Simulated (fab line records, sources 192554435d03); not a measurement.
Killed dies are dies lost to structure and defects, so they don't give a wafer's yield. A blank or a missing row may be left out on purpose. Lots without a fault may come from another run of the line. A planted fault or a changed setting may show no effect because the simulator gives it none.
fab line records | flow n5_finfet
record lots=9 wafers=27 last_day=19
route steps=1938 shown PMOS_HMC_CHANNEL_EPI@71 FIN_SAQP@100 BEOL_M4@1111 PASSIVATION@1936
lots that met no fault: from a run of the same line without faults
start_h: hours from the record's first day to the start of the lot's first wafer shown | wait_h: hours since the lot's step before | " the same as in the row above | L1.1+2: a row that stands for several wafers | - no value, or no start given | * or withheld: withheld | < > ~ a bound
route shown NAME@n: a module of which the file shows steps, and the number in the route of the first | usual: mean/standard deviation of fault-free wafers | same: alike in all rows | chamber/n: place in a boat | sites: the reading at each site | _std_site: their standard deviation | _edge_site: outer sites' mean less inner sites' | radius_mm: how far each site lies from the wafer's centre | mask NAME#n: copy n | behind: the tool/chamber that last shaped the wafer | hold: why the lot was held/for how many hours/how that ended | device: the transistor (n, p or np) that didn't switch | end of line: the same wafers' tests at the end of the route | a step without rows: its recipe alone | killed: dies lost to structure and defects at the first sort, not the wafer's yield | map: a wafer's dies, x killed, . not, _ none there
set.NAME: the setting as run; set.NAME@STEP: as run at that earlier step | model.NAME: the simulator's own value behind a step, which no gauge read
steps of the route over a sample of lots; a table a step, a row a wafer
services: from which hour (start_h, from the record's first day; less than 0 if before it) a tool's chamber was out of use, for how many hours, and why
## steps
# step N5_PMOS_HMC_CHANNEL_EPI_STRIP_33
# recipe chemistry=N2/H2 power_w=500 temp_c=40 pressure_mtorr=50 rf_frequency_hz=6e+07 overash_fraction=0.3 bias_power_w=8 h2_frac=0.5 n2_flow_sccm=300 h2_flow_sccm=300
# usual drypump_motor_current_A=5.7/0.71 h2_flow_sccm=300.1/0.88 oes_product_au=0.76/0.071 rf_vpp_V=54.1/1.5 showerhead_plenum_p_Torr=3.36/0.13 throttle_valve_pct=18.98/0.26
# columns lot.wafer tool chamber start_h wait_h drypump_motor_current_A h2_flow_sccm oes_product_au rf_hours_counter_h rf_vpp_V showerhead_plenum_p_Torr throttle_valve_pct
L791.2 rie_diel-01 3 24.04 0.0 4.7 302.3 0.74 177 54.1 3.34 19.08
L791.4 " 1 " " 5.2 300.3 0.73 176 56.4 3.47 18.78
L791.5 " 1 " " 5.2 301.0 0.71 - 53.2 3.47 18.73
L792.3 rie_diel-05 0 29.80 0.0 6.7 301.2 0.74 154 50.7 3.20 19.39
L792.4 " 3 " " 4.9 301.1 0.66 229 52.8 3.20 19.08
L792.6 " 2 " " 5.3 299.5 0.73 - 54.8 3.49 18.75
L799.1 rie_diel-05 0 71.60 0.0 6.7 301.6 0.73 165 53.2 3.20 19.38
L799.2 " 3 " " 5.0 300.1 0.67 242 51.7 3.19 19.13
L799.4 " 2 " " 5.3 300.9 0.74 174 55.7 3.48 18.77
L800.1 rie_diel-06 0 77.70 0.0 6.4 299.6 0.87 46 54.9 3.55 18.42
L800.2 " 2 " " 6.5 298.7 0.69 239 54.3 3.32 18.94
L800.4 " 1 " " 5.4 301.1 0.75 163 54.9 3.34 18.89
L806.1 rie_diel-05 1 113.46 0.0 6.7 301.1 0.76 137 55.3 3.22 19.07
L806.3 " 2 " " 5.3 301.8 0.72 190 53.5 3.47 18.82
L806.6 " 2 " " 5.3 301.4 0.72 - 50.0 3.47 18.82
L807.1 rie_diel-01 0 119.46 0.0 5.0 301.6 0.79 139 53.7 3.50 19.12
L807.2 " 1 " " 5.2 298.6 0.70 207 56.8 3.46 18.86
L807.3 " 2 " " 5.6 300.5 0.79 131 53.5 3.34 18.89
L808.2 rie_diel-01 2 125.43 0.0 5.6 298.5 0.79 132 58.2 3.34 18.90
L808.4 " 3 " " 4.8 298.7 0.72 208 55.2 3.33 19.16
L808.6 " 3 " " 4.8 299.7 0.70 - 53.8 3.33 19.11
L811.2 rie_diel-06 3 143.53 0.0 5.5 300.4 0.74 167 55.5 3.34 19.20
L811.5 " 0 " " 6.4 299.6 0.84 - 54.6 3.54 18.43
L811.6 " 1 " " 5.4 300.2 0.73 - 54.2 3.33 18.91
L813.1 rie_diel-05 3 156.74 0.0 4.9 300.6 0.95 10 55.2 3.59 18.79
L813.3 " 0 " " 6.7 299.6 0.71 195 55.2 3.18 19.49
L813.6 " 0 " " 6.7 301.1 0.69 - 51.2 3.18 19.45
# step N5_PMOS_HMC_CHANNEL_EPI_ETCH_38
# recipe chemistry=CF4 target=SiO2 target_depth_a=15 ion_energy_ev=350 pressure_mtorr=10 icp_w=800 bias_w=400 cf4_flow_sccm=80
# usual drypump_motor_current_A=5.6/0.6 oes_product_au=1.005/0.015 throttle_valve_pct=21.8/0.33
# columns lot.wafer tool chamber start_h wait_h drypump_motor_current_A oes_product_au rf_hours_counter_h throttle_valve_pct
L791.2 rie_si-03 2 24.35 0.0 5.9 1.016 188 21.9
L791.4 " 0 " " 4.9 0.982 89 22.0
L791.5 " 3 " " 6.7 0.980 - 21.9
L792.3 rie_si-03 2 30.10 0.0 5.9 1.023 188 21.9
L792.4 " 0 " " 4.9 0.987 89 22.0
L792.6 " 0 " " 4.9 0.988 - 22.0
L799.1 rie_si-05 2 71.91 0.0 6.3 1.011 3 22.1
L799.2 " 1 " " 5.4 1.024 42 21.8
L799.4 " 3 " " 5.1 1.010 116 22.4
L800.1 rie_si-03 0 78.01 0.0 4.9 0.984 90 22.0
L800.2 " 2 " " 5.9 1.025 189 21.9
L800.4 " 1 " " 5.3 1.015 19 21.6
L806.1 rie_si-04 0 113.77 0.0 4.6 0.988 80 21.4
L806.3 " 2 " " 5.6 1.013 8 22.1
L806.6 " 3 " " 6.3 0.995 - 21.2
L807.1 rie_si-04 0 119.76 0.0 4.6 0.979 80 21.4
L807.2 " 2 " " 5.5 1.013 8 22.1
L807.3 " 1 " " 6.0 0.992 9 21.6
L808.2 rie_si-03 1 125.74 0.0 5.3 1.008 19 21.6
L808.4 " 2 " " 5.9 1.018 - 21.9
L808.6 " 3 " " 6.7 0.976 - 21.9
L811.2 rie_si-05 2 143.84 0.0 6.4 1.012 5 22.1
L811.5 " 3 " " 5.1 1.024 - 22.4
L811.6 " 2 " " 6.4 1.010 - 22.1
L813.1 rie_si-05 1 157.05 0.0 5.4 1.037 43 21.8
L813.3 " 3 " " 5.1 1.013 117 22.5
L813.6 " 1 " " 5.4 1.029 - 21.8
# step N5_FIN_SAQP_PECVD_06
# recipe material=a-Si target_thk_a=600 temp_c=400 precursor=SiH4/He pressure_torr=3 rf_w=100 time_s=48.1
# usual heater_power_w=823/91 showerhead_plenum_p_Torr=5.67/0.046 throttle_valve_pct=18.4/0.52
# columns lot.wafer tool chamber start_h wait_h heater_power_w showerhead_plenum_p_Torr throttle_valve_pct
L791.2 pecvd-03 1 29.69 0.0 795 5.64 19.1
L791.4 " 2 " " 824 5.66 18.3
L791.5 " 0 " " 858 5.72 19.3
L792.3 pecvd-03 2 33.59 0.0 905 5.64 18.3
L792.4 " 2 " " 898 5.63 18.4
L792.6 " 1 " " 909 5.65 18.6
L799.1 pecvd-03 0 74.98 0.0 794 5.73 19.3
L799.2 " 2 " " 887 5.63 18.3
L799.4 " 2 " " 870 5.64 18.4
L800.1 pecvd-04 2 81.41 0.0 671 5.62 17.7
L800.2 " 0 " " 801 5.71 18.8
L800.4 " 2 " " 692 5.60 17.9
L806.1 pecvd-02 1 117.38 0.0 737 5.65 18.6
L806.3 " 2 " " 1083 5.60 17.8
L806.6 " 2 " " 1115 5.60 17.5
L807.1 pecvd-02 0 122.81 0.0 807 5.64 19.0
L807.2 " 1 " " 844 5.64 18.6
L807.3 " 2 " " 1113 5.60 17.5
L808.2 pecvd-04 1 128.97 0.1 831 5.72 17.9
L808.4 " 1 " " 706 5.73 18.0
L808.6 " 1 " " 723 5.73 18.1
L811.2 pecvd-04 2 147.11 0.0 785 5.63 17.7
L811.5 " 2 " " 795 5.62 17.6
L811.6 " 0 " " 759 5.71 19.0
L813.1 pecvd-02 1 160.41 0.0 807 5.65 18.6
L813.3 " 0 " " 776 5.65 19.0
L813.6 " 1 " " 840 5.63 18.3
# step N5_FIN_SAQP_COAT_49
# recipe resist=SOC temp_c=250 time_s=60 spin_rpm=1500 resist_thk_nm=100
# usual heater_power_total_W=500.5/1.7 run_length_s=66.05/0.18
# columns lot.wafer tool chamber start_h wait_h heater_power_total_W run_length_s
L791.2 litho_track-02 0 29.89 0.1 499.6 66.04
L791.4 " 0 " " 503.1 66.23
L791.5 " 0 " " 499.7 66.25
L792.3 litho_track-04 0 33.79 0.1 499.3 66.05
L792.4 " 0 " " 502.0 66.07
L792.6 " 0 " " 498.2 66.10
L799.1 litho_track-04 0 75.18 0.1 498.7 66.07
L799.2 " 0 " " 498.9 66.32
L799.4 " 0 " " 502.8 66.27
L800.1 litho_track-03 0 81.90 0.1 566.8 54.71
L800.2 " 0 " " 499.0 65.84
L800.4 " 0 " " 501.3 65.84
L806.1 litho_track-02 0 117.58 0.1 501.4 66.46
L806.3 " 0 " " 503.2 66.18
L806.6 " 0 " " 499.5 66.06
L807.1 litho_track-02 0 123.01 0.1 497.4 66.06
L807.2 " 0 " " 498.1 66.32
L807.3 " 0 " " 500.1 66.13
L808.2 litho_track-04 0 129.26 0.1 500.8 66.01
L808.4 " 0 " " 500.9 66.16
L808.6 " 0 " " 499.8 66.08
L811.2 litho_track-04 0 147.35 0.1 499.5 66.09
L811.5 " 0 " " 498.3 66.00
L811.6 " 0 " " 499.1 66.05
L813.1 litho_track-04 0 160.62 0.1 501.9 66.13
L813.3 " 0 " " 498.6 66.24
L813.6 " 0 " " 501.6 66.07
# step N5_BEOL_M4_RC_MEAS_101
# usual DIBL_N=36.3/1.9 DIBL_P=36.0/2.1 IOFF_N=0.16/0.031 IOFF_P=0.21/0.035 ION_N=675/14 ION_P=464/8.5 SS_N=71.5/0.6 SS_P=73.3/0.72 VT_N=250/3.2 VT_P=-250/3.1
# columns lot.wafer tool chamber start_h wait_h DIBL_N[mV/V] DIBL_P[mV/V] IOFF_N[nA/um] IOFF_P[nA/um] ION_N[uA/um] ION_P[uA/um] SS_N[mV/dec] SS_P[mV/dec] VT_N[mV] VT_P[mV]
L791.2 prober-02 0 173.52 0.2 33.9 34.2 0.12 0.18 658 458 71.0 72.4 252 -251
L791.4 " 0 " " 36.2 36.9 0.16 0.23 668 462 71.5 73.3 250 -248
L791.5 " 0 " " 35.7 35.3 0.14 0.21 656 454 70.8 72.4 252 -249
L792.3 prober-01 0 174.19 0.3 33.5 31.3 0.11 0.14 649 443 70.3 72.5 254 -258
L792.4 " 0 " " 37.7 36.1 0.17 0.20 662 455 72.0 73.5 253 -252
L792.6 " 0 " " 34.6 32.5 0.13 0.15 664 452 71.9 72.4 253 -256
L799.1 prober-01 0 208.91 0.0 37.2 39.2 0.19 0.23 662 451 72.9 73.5 250 -249
L799.2 " 0 " " 33.7 35.7 0.13 0.18 667 454 70.8 72.9 252 -255
L799.4 " 0 " " 30.6 31.6 0.09 0.13 638 441 70.6 72.3 256 -255
L800.1 prober-01 0 214.27 0.0 35.1 35.4 0.14 0.20 681 474 71.3 72.9 250 -250
L800.2 " 0 " " 34.2 34.7 0.13 0.19 668 459 71.3 73.1 254 -251
L800.4 " 0 " " 34.3 32.9 0.11 0.15 656 449 71.3 72.6 259 -254
L811.2 prober-02 0 288.12 0.2 38.4 36.3 0.17 0.21 663 453 72.6 73.2 250 -250
L811.5 " 0 " " 35.6 34.7 0.12 0.19 668 464 71.1 73.2 252 -251
L811.6 " 0 " " 38.0 37.4 0.16 0.22 676 460 72.0 74.0 248 -246
L806.1 prober-02 0 295.30 0.0 39.3 40.2 0.22 0.29 696 484 72.3 74.4 246 -245
L806.3 " 0 " " 36.0 35.6 0.15 0.19 694 475 70.8 73.4 249 -251
L806.6 " 0 " " 36.2 36.0 0.15 0.20 686 472 71.5 73.3 249 -252
L808.2 prober-02 0 307.71 0.2 37.5 35.8 0.16 0.21 694 471 71.5 74.1 249 -249
L808.4 " 0 " " 39.9 38.6 0.21 0.25 683 462 72.6 74.0 245 -247
L808.6 " 0 " " 40.5 39.5 0.24 0.27 715 481 72.2 74.0 244 -245
L807.1 prober-01 0 313.40 0.0 38.9 37.9 0.18 0.24 673 462 71.4 74.0 248 -249
L807.2 " 0 " " 36.9 34.5 0.15 0.19 673 456 71.2 73.6 249 -252
L807.3 " 0 " " 37.8 36.4 0.15 0.22 648 451 72.2 74.2 253 -252
L813.1 prober-01 0 340.67 0.0 36.2 36.7 0.15 0.21 668 460 71.1 73.1 250 -249
L813.3 " 0 " " 36.5 36.7 0.15 0.21 668 458 70.7 73.2 251 -248
L813.6 " 0 " " 36.9 37.3 0.16 0.21 665 457 71.4 74.1 251 -250
# step N5_PASSIVATION_PROBE_49
# usual defect_limited_yield=91.0/1.5 killed_at_M0_to_M3=32/9.6 killed_at_M4_up=13/4.7 killed_at_contacts=13/7.2 killed_at_front_end=44/13 killed_at_other=4/3.4 killed_dies=106/18 killed_open=70/13 killed_short=35/8 sort_bin_5_function=5.3/0.97 sort_bin_6_memory=3.4/0.73 sort_bin_8_speed=0.00/0.036 sort_n_pass=1074/18 sort_yield_pct=91.0/1.5
# same gross_dies=1180 killed_at_back_side=0 sort_bin_4_leakage[%]=0
# columns lot.wafer tool chamber start_h wait_h defect_limited_yield[%] killed_at_M0_to_M3 killed_at_M4_up killed_at_contacts killed_at_front_end killed_at_other killed_dies killed_open killed_short sort_bin_5_function[%] sort_bin_6_memory[%] sort_bin_8_speed[%] sort_n_pass sort_yield_pct[%]
L791.2 prober-01 - 258.65 0.1 90.3 38 14 19 44 0 115 74 41 5.3 3.9 0 1065 90.3
L791.4 prober-01 - 258.75 0.2 92.5 27 10 12 37 3 89 57 30 3.9 3.4 0 1091 92.5
L791.5 prober-01 - 258.80 0.2 93.0 19 13 15 35 1 83 65 18 3.6 3.2 0 1097 93.0
L806.1 prober-02 - 396.76 0.0 89.8 41 14 8 56 1 120 80 33 6.2 3.6 0 1060 89.8
L806.3 prober-02 - 396.86 0.1 90.6 41 10 5 52 3 111 77 29 5.1 3.9 0 1069 90.6
L806.6 prober-02 - 397.01 0.3 90.7 25 10 28 47 0 110 74 30 5.9 2.5 0 1070 90.7
# killed by level:class
L791.2 FIN_SAQP:geometric_particle:short=14 MOL_CONTACT_COAG:geometric_particle:open=14 BEOL_M4:geometric_particle:open=10 BEOL_M2:geometric_particle:open=8 FIN_SAQP:geometric_particle:open=7 BEOL_M3:geometric_particle:open=7 GATE_CUT:geometric_particle:short=6 BEOL_M1:geometric_particle:open=6
L791.4 BEOL_M2:geometric_particle:open=15 MOL_CONTACT_COAG:geometric_particle:open=7 STI_FIN_REVEAL:geometric_particle:open=6 FIN_SAQP:geometric_particle:open=6 BEOL_M3:geometric_particle:open=6 MOL_CONTACT_COAG:geometric_particle:short=5 STARTING-WAFER:geometric_particle:short=5 FIN_SAQP:geometric_particle:short=4
L791.5 MOL_CONTACT_COAG:geometric_particle:open=13 FIN_SAQP:geometric_particle:open=12 BEOL_M4:geometric_particle:open=9 FIN_SAQP:geometric_particle:short=8 BEOL_M3:geometric_particle:open=8 BEOL_M2:geometric_particle:open=6 STI_FIN_REVEAL:geometric_particle:open=3 DUMMY_GATE:geometric_particle:open=3
L806.1 STI_FIN_REVEAL:geometric_particle:open=24 BEOL_M3:geometric_particle:open=10 BEOL_M1:geometric_particle:open=9 FIN_SAQP:geometric_particle:open=7 FIN_SAQP:geometric_particle:short=5 MOL_CONTACT_COAG:geometric_particle:open=5 BEOL_M0_SAQP:geometric_particle:short=5 BEOL_M4:geometric_particle:open=5
L806.3 STI_FIN_REVEAL:geometric_particle:open=12 DUMMY_GATE:geometric_particle:open=11 FIN_SAQP:geometric_particle:open=10 BEOL_M1:geometric_particle:open=10 BEOL_M2:geometric_particle:open=8 BEOL_M4:geometric_particle:open=7 BEOL_M3:geometric_particle:short=6 BEOL_M3:geometric_particle:open=5
L806.6 MOL_CONTACT_COAG:geometric_particle:open=19 STI_FIN_REVEAL:geometric_particle:open=14 MOL_CONTACT_COAG:geometric_particle:short=9 BEOL_M4:geometric_particle:open=7 FIN_SAQP:geometric_particle:short=6 FIN_SAQP:geometric_particle:open=6 BEOL_M0_SAQP:geometric_particle:open=5 BEOL_M0_SAQP:geometric_particle:short=5
## services
# columns tool chamber start_h hours kind
rie_diel-01 - 6.79 4.3 pm
pecvd-03 0 7.98 5.9 repair
rie_si-05 2 23.97 1.3 repair
rie_si-04 2 28.68 1.0 repair
rie_si-04 0 37.80 2.8 repair
rie_si-05 1 61.31 6.5 repair
rie_diel-05 - 61.74 0.4 repair
rie_si-04 - 76.99 0.3 repair
rie_diel-06 - 78.44 14.6 pm
rie_si-04 0 82.15 13.6 repair
pecvd-03 0 85.10 2.1 scheduled_down
rie_diel-05 3 93.56 - clean
rie_diel-05 3 93.56 - consumable_replace:focus_ring
rie_diel-05 3 93.56 - consumable_replace:showerhead
rie_diel-05 3 93.56 27.5 scheduled_down
rie_diel-05 3 93.56 27.5 vent_cycle
pecvd-04 2 124.66 5.0 scheduled_down
rie_si-03 0 125.66 9.2 repair
pecvd-04 0 128.16 4.9 repair
rie_si-03 - 129.77 0.4 repair
pecvd-04 2 129.89 5.5 scheduled_down
pecvd-03 2 145.82 5.5 scheduled_down
pecvd-02 - 153.90 0.6 repair
pecvd-03 0 158.99 5.5 scheduled_down
## key
first_sign step=N5_FIN_SAQP_COAT_49 reading=run_length_s direction=down sigmas=63 usual=* struck=*
effect step=N5_FIN_SAQP_COAT_49 reading=heater_power_total_W direction=up sigmas=39 usual=* struck=*
met_at N5_FIN_SAQP_COAT_49
struck_lots L800
struck_wafers L800.1
not_acting_at N5_PMOS_HMC_CHANNEL_EPI_STRIP_33,N5_PMOS_HMC_CHANNEL_EPI_ETCH_38,N5_FIN_SAQP_PECVD_06
fault kind=process_parameter_drift tool=litho_track-03 chamber=- onset_h=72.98 steps=N5_FIN_SAQP_COAT_49 channel=time_s offset=* shape=step end_h=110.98 scope=struck_wafers_only acts_in=* stated=*
